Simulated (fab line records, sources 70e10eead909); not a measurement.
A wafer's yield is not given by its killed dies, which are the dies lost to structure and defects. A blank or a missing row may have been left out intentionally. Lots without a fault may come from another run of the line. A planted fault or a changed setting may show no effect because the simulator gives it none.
Problem report, 8D (eight disciplines) form, completed by code    flow nand harc    the parts of the form that need people (team, actions taken, sign-off) are left out

== 1. WHAT IS WRONG ==
Wafers without a fault read 20.000 s, standard deviation 0.009; overpolish run s at NHARC_P_STI_CMP_21 reads a mean of 72.983 s on 6 wafers belonging to 2 lots. That is +99 or more standard deviations from the usual mean.
The step: polishes, t overpolish 20 s, target thk 380.67 nm.
The first sign was on wafer L981.3 at day 5 06:06, on cmp-03. At this step, 39 wafers from 13 lots have a number in the record. The rule behind "out" and "out of limits": a value lying over 4 standard deviations away from the usual mean. Any other wafer with a number is counted as sound.

== 2. WHAT IT IS, AND WHAT IT ISN'T ==
question                     is                      is not
which readings at this step  overpolish run s        motor current A, slurry flow ml min
which lots                   L981, L983              L973, L974, L976, L977, L988, L989, L991, L993, L994, L995, L996
which wafers of those lots   all that have a number  -
read on which tools          cmp-03                  cmp-02, cmp-04
when                         from day 5 06:06        up to then (12 sound wafers); but 21 sound wafers of L988, L989, L991, L993, L994, L995, L996 came after

== 3. SUSPECTS, AND WHAT RULES EACH OUT ==
Counting: a tool stays on the suspect list if, at a process step up to the reading, it processed all lots that are out and no sound lot following the first of them.
- cmp-03 at NHARC_P_STI_CMP_21 (polishes, t overpolish 20 s, target thk 380.67 nm): ruled out as a lasting fault. Following L981 (day 5 06:06), the first lot on it that is out, the sound lots L994 were run on it.
Left after counting: nothing in the record.

== 4. THE CAUSE (what the simulator had put in) ==
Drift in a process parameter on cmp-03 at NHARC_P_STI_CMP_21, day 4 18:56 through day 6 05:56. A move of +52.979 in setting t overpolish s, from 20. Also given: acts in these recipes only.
Counting ruled it out, wrongly.

== 5. THE EFFECT CHAIN, in route order ==
Rows list readings where the struck wafers' mean (over those with a number) sits beyond 3 standard deviations from the usual. Only readings whose record carries a usual standard deviation are examined. hours: median over the lots of the time between each lot's start at the first step of this table that gives one and its start at this step. sigmas: the change, counted in usual standard deviations.
hours  step                reading           usual     on struck wafers  change   sigmas
0      NHARC_P_STI_CMP_21  overpolish run s  20.000 s  72.983            +52.983  +99 or more
Its process steps:
- NHARC_P_STI_CMP_21: polishes, t overpolish 20 s, target thk 380.67 nm.

== 6. WHAT WOULD HAVE CAUGHT IT SOONER ==
In this record no reading fell out of limits until day 5 06:06, 11 hours after the fault had begun at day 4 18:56.
